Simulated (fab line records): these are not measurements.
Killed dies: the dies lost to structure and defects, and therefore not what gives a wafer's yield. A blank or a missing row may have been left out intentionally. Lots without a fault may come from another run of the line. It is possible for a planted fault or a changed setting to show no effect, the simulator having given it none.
Which tool is to blame? ; flow nand-harc ; 12 lots, 36 wafers sampled, at 6 steps of a route of 1159

== WHAT EACH GAUGE READ, for each wafer ==
NHARC_A_BLC_OVL_MEAS_11. Usual: overlay-x-nm 0.0 nm, standard deviation 0.8; overlay-y-nm 0.3 nm, standard deviation 0.99.
lot;measured;on;overlay-x-nm (nm);overlay-y-nm (nm);flag
L666;day 17 14:32;overlay-01;-0.8 -1.1 -1.2;0.1 0.0 0.6;
L668;day 18 00:13;overlay-01;-2.1 -2.0 -2.5;0.0 -0.1 -0.2;
L669;day 18 05:28;overlay-02;0.6 0.6 0.6;1.7 2.2 1.9;
L670;day 18 21:20;overlay-01;0.2 0.0 0.0;-2.1 -1.8 -1.7;
L671;day 18 22:57;overlay-01;-0.9 -0.2 -0.4;-1.0 -1.4 -0.9;
L672;day 19 10:15;overlay-01;-0.6 0.2 -0.3;0.6 0.3 0.8;
L675;day 20 10:44;overlay-02;0.1 0.9 0.8;0.5 0.1 0.1;
L678;day 20 14:02;overlay-01;0.1 -0.1 0.2;-0.2 0.0 -0.2;
L686;day 22 05:44;overlay-01;-0.5 0.0 0.1;1.1 0.6 0.6;
L684;day 22 11:19;overlay-02;1.8 1.1 1.3;2.0 2.7 2.5;
L685;day 22 12:41;overlay-02;-0.4 -0.5 -0.3;1.1 1.2 0.5;
L687;day 23 01:57;overlay-01;0.6 0.5 1.3;1.8 1.6 0.9;

NHARC_A_M0_CD_MEAS_09: the cd target is 80 nm. Usual: cd-nm reads 79.8 nm (standard deviation 0.49).
lot;measured;on;cd-nm (nm);flag
L666;day 17 18:25;cd-sem-01;79.0 79.6 79.5;
L668;day 18 06:20;cd-sem-03;80.3 80.3 79.8;
L669;day 18 09:34;cd-sem-01;79.6 79.8 79.4;
L670;day 19 03:44;cd-sem-01;80.2 80.8 80.1;
L671;day 19 04:43;cd-sem-01;80.2 80.2 80.0;
L672;day 19 14:22;cd-sem-01;80.4 80.1 80.1;
L675;day 20 18:19;cd-sem-02;79.6 79.3 79.6;
L678;day 20 19:05;cd-sem-03;79.4 79.5 79.5;
L686;day 22 09:33;cd-sem-01;80.1 79.9 80.0;
L684;day 22 17:44;cd-sem-01;81.5 81.1 81.5;OFF
L685;day 22 18:10;cd-sem-03;79.7 79.6 80.0;
L687;day 23 06:01;cd-sem-02;80.2 79.8 80.5;

NHARC_A_M0_OVL_MEAS_10: pitch 160 nm. Usual: overlay-x-nm -0.2 nm, standard deviation 0.99; overlay-y-nm 0.0 nm, standard deviation 0.82.
lot;measured;on;overlay-x-nm (nm);overlay-y-nm (nm);flag
L666;day 17 18:31;overlay-02;-1.0 -1.4 -1.0;1.8 1.4 1.3;
L668;day 18 06:26;overlay-02;0.5 0.8 1.3;0.8 0.4 0.4;
L669;day 18 09:39;overlay-01;0.6 0.3 0.2;-0.7 -0.8 -0.4;
L670;day 19 03:49;overlay-02;-3.0 -3.1 -2.3;0.0 -0.5 -1.0;
L671;day 19 04:49;overlay-01;1.1 1.5 1.1;0.1 0.0 0.0;
L672;day 19 14:28;overlay-02;0.8 0.5 -0.3;-1.2 -1.2 -1.3;
L675;day 20 18:24;overlay-02;0.2 0.0 0.8;-0.4 0.2 -0.2;
L678;day 20 19:10;overlay-02;-0.9 -1.0 -1.6;0.1 0.4 0.2;
L686;day 22 09:38;overlay-02;-1.0 -0.6 -0.9;0.5 0.6 0.7;
L684;day 22 17:49;overlay-01;0.6 0.3 0.7;0.1 0.8 0.2;
L685;day 22 18:15;overlay-02;0.2 0.7 0.4;0.2 0.0 0.3;
L687;day 23 06:07;overlay-02;-0.6 -0.8 -0.2;-1.0 -0.8 -0.9;

NHARC_END_SORT_01. Usual: defect-limited-yield 95.4 %, standard deviation 1.5; killed-at-array 26, standard deviation 9.6; killed-at-other 0.7, standard deviation 0.92; killed-at-periphery 3.8, standard deviation 2.7; killed-dies 31, standard deviation 10; killed-open 3.3, standard deviation 1.7; killed-short 1.8, standard deviation 1.3; sort_bin_2_pct 1.4 %, standard deviation 0.62; sort_bin_3_pct 0.23 %, standard deviation 0.21; sort_bin_4_pct 2.9 %, standard deviation 0.95; sort-n-pass 646, standard deviation 10; sort-rim-yield-pct 94 %, standard deviation 3.2; sort-yield-pct 95.4 %, standard deviation 1.5.
lot;measured;on;defect-limited-yield (%);killed-at-array;killed-at-other;killed-at-periphery;killed-dies;killed-open;killed-short;sort_bin_2_pct (%);sort_bin_3_pct (%);sort_bin_4_pct (%);sort-n-pass;sort-rim-yield-pct (%);sort-yield-pct (%);flag
L666;day 19 19:53;prober-01;97.2 96.9 96.2;13 15 17;1 1 3;5 5 6;19 21 26;4 2 6;1 1 3;0.6 1.3 1.5;0 0.15 0.15;2.2 1.6 2.2;658 656 651;96 92 90;97.2 96.9 96.2;
L668;day 20 03:46;prober-02;95.1 95.0 95.4;31 30 28;1 2 0;1 2 3;33 34 31;4 3 0;3 0 0;1.3 1.6 1.0;0.44 0.74 0.15;3.1 2.7 3.4;644 643 646;94 94 94;95.1 95.0 95.4;
L669;day 20 12:20;prober-01;97.5 98.4 96.5;12 7 17;0 1 0;5 3 7;17 11 24;6 2 6;2 2 4;1.0 0.3 1.0;0 0 0.15;1.5 1.3 2.4;660 666 653;97 100 92;97.5 98.4 96.5;
L670;day 20 23:23;prober-01;94.2 95.3 93.8;37 27 38;0 2 0;2 3 4;39 32 42;3 3 6;3 1 2;1.3 1.2 2.4;0.59 0.30 0.44;3.8 3.2 3.4;638 645 635;92 94 93;94.2 95.3 93.8;
L671;day 20 21:44;prober-02;97.0 95.6 96.3;16 26 20;0 0 2;4 4 3;20 30 25;3 5 3;0 1 1;0.6 1.3 1.8;0.15 0.44 0.30;2.2 2.7 1.6;657 647 652;95 91 92;97.0 95.6 96.3;
L672;day 21 06:08;prober-01;93.5 93.4 94.7;41 39 32;0 0 0;3 6 4;44 45 36;4 4 1;0 3 5;1.6 2.7 1.0;0.30 0.30 0.15;4.6 3.7 4.1;633 632 641;94 94 96;93.5 93.4 94.7;
L675;day 22 18:03;prober-01;94.2 92.9 94.2;38 42 36;0 1 0;1 5 3;39 48 39;4 3 3;1 2 1;1.3 1.3 1.9;0.44 0.15 0.59;4.0 5.6 3.2;638 629 638;97 94 92;94.2 92.9 94.2;
L678;day 22 18:03;prober-02;97.2 96.3 95.6;18 24 25;0 0 1;1 1 4;19 25 30;5 4 8;0 0 1;0.7 1.3 1.2;0 0.15 0;2.1 2.2 3.2;658 652 647;92 94 97;97.2 96.3 95.6;
L686;day 24 00:30;prober-01;95.4 95.4 95.3;26 24 27;1 3 0;4 4 5;31 31 32;3 3 5;2 2 0;1.0 1.0 2.5;0.44 0.30 0;3.1 3.2 2.2;646 646 645;92 92 92;95.4 95.4 95.3;
L684;day 24 10:29;prober-01;93.5 93.1 91.4;43 42 55;0 1 1;1 4 2;44 47 58;1 3 3;4 0 1;3.4 2.1 2.1;0.44 0.15 0.59;2.7 4.7 5.9;633 630 619;92 92 91;93.5 93.1 91.4;
L685;day 24 08:54;prober-02;94.7 94.4 93.8;33 33 38;1 4 2;2 1 2;36 38 42;4 1 3;3 2 2;1.0 1.8 2.1;0.15 0 0.44;4.1 3.8 3.7;641 639 635;97 99 97;94.7 94.4 93.8;
L687;day 24 23:13;prober-02;94.1 94.8 95.3;38 31 28;0 0 0;2 4 4;40 35 32;3 5 4;2 2 2;2.1 1.6 1.3;0.89 0.15 0;3.0 3.4 3.4;637 642 645;86 88 90;94.1 94.8 95.3;

== TOOL THAT RAN EACH LOT (tool first, then ch and the chambers of the sampled wafers, then the start) ==
lot;NHARC_A_BLC_ETCH_16;NHARC_A_M0_PEB_07
L666;rie-diel-12 ch 0,1,3, day 17 14:43;litho-track-01 ch 0, day 17 18:20
L668;rie-diel-05 ch 1,2,3, day 18 00:26;litho-track-01 ch 0, day 18 06:15
L669;rie-diel-06 ch 1,2,3, day 18 05:38;litho-track-01 ch 0, day 18 09:29
L670;rie-diel-12 ch 0,2,3, day 18 21:31;litho-track-06 ch 0, day 19 03:38
L671;rie-diel-05 ch 1,2,3, day 18 23:08;litho-track-01 ch 0, day 19 04:38
L672;rie-diel-05 ch 0,3, day 19 10:26;litho-track-04 ch 0, day 19 14:17
L675;rie-diel-06 ch 0,3, day 20 10:56;litho-track-06 ch 0, day 20 18:14
L678;rie-diel-12 ch 1,2,3, day 20 14:14;litho-track-01 ch 0, day 20 19:00
L686;rie-diel-05 ch 1,2,3, day 22 05:55;litho-track-01 ch 0, day 22 09:28
L684;rie-diel-05 ch 0,1,2, day 22 11:31;litho-track-06 ch 0, day 22 17:39
L685;rie-diel-12 ch 1,2,3, day 22 12:52;litho-track-04 ch 0, day 22 18:05
L687;rie-diel-05 ch 0,1,2, day 23 02:08;litho-track-04 ch 0, day 23 05:56
- NHARC_A_BLC_ETCH_16: etches the open film in CF4, target depth 39 nm, time 65 s.
- NHARC_A_M0_PEB_07: peb time 65 s.

== AS READ BY THE TOOLS THEMSELVES (means over the sampled wafers that have a number; for cases with no such wafer, the mark the record gives instead) ==
NHARC_A_BLC_ETCH_16. Usual: drypump-motor-current-A 5.7 A, standard deviation 0.5; oes-product-au 0.998 a.u., standard deviation 0.0076; rf-vpp-V 151.2 V, standard deviation 1.2; showerhead-plenum-p-Torr 1.77 Torr, standard deviation 0.073; throttle-valve-pct 13.284 %, standard deviation 0.0092.
lot;tool;drypump-motor-current-A (A);oes-product-au (a.u.);rf-vpp-V (V);showerhead-plenum-p-Torr (Torr);throttle-valve-pct (%);flag
L666;rie-diel-12;5.9;0.998;150.9;1.79;13.280;
L668;rie-diel-05;5.8;0.996;151.1;1.74;13.286;
L669;rie-diel-06;5.1;1.007;152.9;1.84;13.276;
L670;rie-diel-12;6.1;0.995;150.2;1.74;13.282;
L671;rie-diel-05;5.8;0.991;150.6;1.74;13.281;
L672;rie-diel-05;5.6;0.996;149.8;1.69;13.278;
L675;rie-diel-06;4.8;0.998;152.6;1.86;13.284;
L678;rie-diel-12;5.6;0.992;150.5;1.78;13.284;
L686;rie-diel-05;5.7;1.000;150.4;1.73;13.288;
L684;rie-diel-05;5.7;0.999;151.6;1.77;13.283;
L685;rie-diel-12;5.6;0.997;150.8;1.78;13.279;
L687;rie-diel-05;5.7;1.009;150.6;1.77;13.271;

== THE ANSWER, worked out from the rows above alone ==
Rule: a lot counts as off when the mean over its wafers that have a number is more than 3 standard deviations away from the usual mean. Also off: a lot with no number at a reading for which 4 or more lots have one. The other lots that the step has rows for count as sound. Order of review: gauges by route order, followed by the tools' own readings, for which a lot's mean as printed above is used. The first step at which some lot is off is used, and at that step the reading that is off furthest; a lot without a number counts as furthest.
Off at NHARC_A_M0_CD_MEAS_09 (cd-nm): L684.
A tool fits if, at a process step before that reading, it ran every lot that is off, and no sound lot after the first of them. Gauges at NHARC_A_M0_CD_MEAS_09: tried the same way as those tools. Undecided on this evidence; 2 tools fit (litho-track-06 at NHARC_A_M0_PEB_07, cd-sem-01 at NHARC_A_M0_CD_MEAS_09).

== WHAT WAS PUT IN BY THE SIMULATOR ==
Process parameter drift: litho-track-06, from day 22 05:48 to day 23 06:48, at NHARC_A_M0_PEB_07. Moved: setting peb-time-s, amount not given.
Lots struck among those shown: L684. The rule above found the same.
